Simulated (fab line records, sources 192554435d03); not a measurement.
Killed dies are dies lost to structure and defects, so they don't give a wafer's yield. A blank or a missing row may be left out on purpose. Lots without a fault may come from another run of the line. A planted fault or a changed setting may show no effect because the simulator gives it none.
One fault seen from 2 desks | flow n5_finfet | each desk has only its own numbers; what lay behind them comes last

THE TOOL OWNER'S DESK: pvd_sputter-02
The tool's own readings at N5_BEOL_M1_HM_DEP_02 (deposits TiN, target thk 20 nm): means of the sampled wafers that have a number, for each lot that ran on this tool. A lot is out of limits, marked OUT, if its mean lies more than 4 standard deviations from the usual mean; the brackets give that distance.
Columns: A = throttle_valve_pct at N5_BEOL_M1_HM_DEP_02, usual 30.4 %
lot  | first seen here | A
L791 | day 10 13:29    | 29.0
L790 | day 10 16:28    | 29.4
This desk's finding: nothing out of limits on any of the 2 lots.

THE METROLOGY DESK
What the gauges read, lot by lot, whatever tool the lot ran on: means of the sampled wafers that have a number. A lot is out of limits, marked OUT, if its mean lies more than 4 standard deviations from the usual mean; the brackets give that distance. Of its 10 readings 7 are shown: those that lie furthest out on some lot.
Columns: A = DIBL_N at N5_BEOL_M4_RC_MEAS_101, usual 37.2 mV/V; B = DIBL_P at N5_BEOL_M4_RC_MEAS_101, usual 37.3 mV/V; C = IOFF_N at N5_BEOL_M4_RC_MEAS_101, usual 0.18 nA/um; D = IOFF_P at N5_BEOL_M4_RC_MEAS_101, usual 0.24 nA/um; E = ION_N at N5_BEOL_M4_RC_MEAS_101, usual 680 uA/um; F = ION_P at N5_BEOL_M4_RC_MEAS_101, usual 466 uA/um; G = VT_P at N5_BEOL_M4_RC_MEAS_101, usual -248 mV
lot  | first seen here | A    | B    | C    | D    | E   | F   | G
L791 | day 11 21:34    | 36.5 | 37.1 | 0.15 | 0.18 | 666 | 450 | -255
L790 | day 12 05:14    | 40.1 | 40.0 | 0.22 | 0.28 | 686 | 464 | -244
L793 | day 13 17:16    | 36.6 | 37.7 | 0.17 | 0.24 | 679 | 470 | -247
L794 | day 14 04:18    | 37.3 | 39.5 | 0.20 | 0.28 | 692 | 478 | -245
This desk's finding: nothing out of limits on any of the 4 lots.

PUT TOGETHER
The tool owner's desk saw nothing out of limits.
The metrology desk saw nothing out of limits.

WHAT THE SIMULATOR HAD PUT IN
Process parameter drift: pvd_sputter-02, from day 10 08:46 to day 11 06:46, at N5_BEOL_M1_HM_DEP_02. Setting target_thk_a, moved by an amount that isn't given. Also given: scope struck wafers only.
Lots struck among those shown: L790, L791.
